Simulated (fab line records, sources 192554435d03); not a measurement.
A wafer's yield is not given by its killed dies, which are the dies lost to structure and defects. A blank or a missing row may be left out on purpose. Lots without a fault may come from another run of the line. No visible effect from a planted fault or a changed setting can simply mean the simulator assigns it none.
Matching of chambers | flow n5-finfet | 4 sister chambers for N5_HKMG_FIN_ETCH_54 on rie-diel-03
The step etches SiARC in CF4, target depth 45.5 nm, time 75.8 s. 8 wafers are shown with their chamber, then 9 later ones without.

## WAFERS PAIRED WITH THEIR CHAMBERS
wafer  | chamber | drypump-motor-current-A (A) | throttle-valve-pct (%)
L075.5 | 3       | 5.9                         | 15.39
L084.2 | 3       | 5.9                         | 15.44
L084.4 | 2       | 5.5                         | 15.68
L086.1 | 2       | 5.5                         | 15.69
L086.6 | 1       | 6.3                         | 15.57
L088.2 | 0       | 6.3                         | 15.82
L088.5 | 1       | 6.4                         | 15.56
L088.6 | 0       | 6.2                         | 15.85

## WAFERS WHOSE CHAMBER IS MISSING
wafer  | drypump-motor-current-A (A) | throttle-valve-pct (%)
L092.1 | 5.9                         | 15.45
L092.2 | 6.3                         | 15.86
L092.3 | 5.4                         | 15.71
L092.4 | 6.3                         | 15.59
L092.5 | 6.3                         | 15.85
L092.6 | 6.3                         | 15.58
L097.1 | 5.9                         | 15.49
L097.3 | 5.9                         | 15.49
L097.5 | 6.3                         | 15.87

## WHICH CHAMBER EACH WENT THROUGH
wafer  | from the rows above | in truth
L092.1 | 3                   | 3
L092.2 | 0                   | 0
L092.3 | 2                   | 2
L092.4 | 1                   | 1
L092.5 | 0                   | 0
L092.6 | 1                   | 1
L097.1 | 3                   | 3
L097.3 | 3                   | 3
L097.5 | 0                   | 0
9 of 9 placed correctly. Number that these rows cannot place: 0. Number placed wrongly: 0.
How it was worked out, from the rows above alone: a wafer's distance from a chamber is the root of the sum, over the readings, of the square of ((its reading less the chamber's mean) divided by the reading's scatter). If the next closest chamber is less than 2 further off than the closest, the wafer can't be placed; otherwise it belongs to the closest. For every chamber, the mean is computed from those of its wafers that are shown. How the scatter is found: for the shown wafers, subtract from each reading the mean of its chamber, square and add these, divide the total by (wafers less chambers), then take the root.
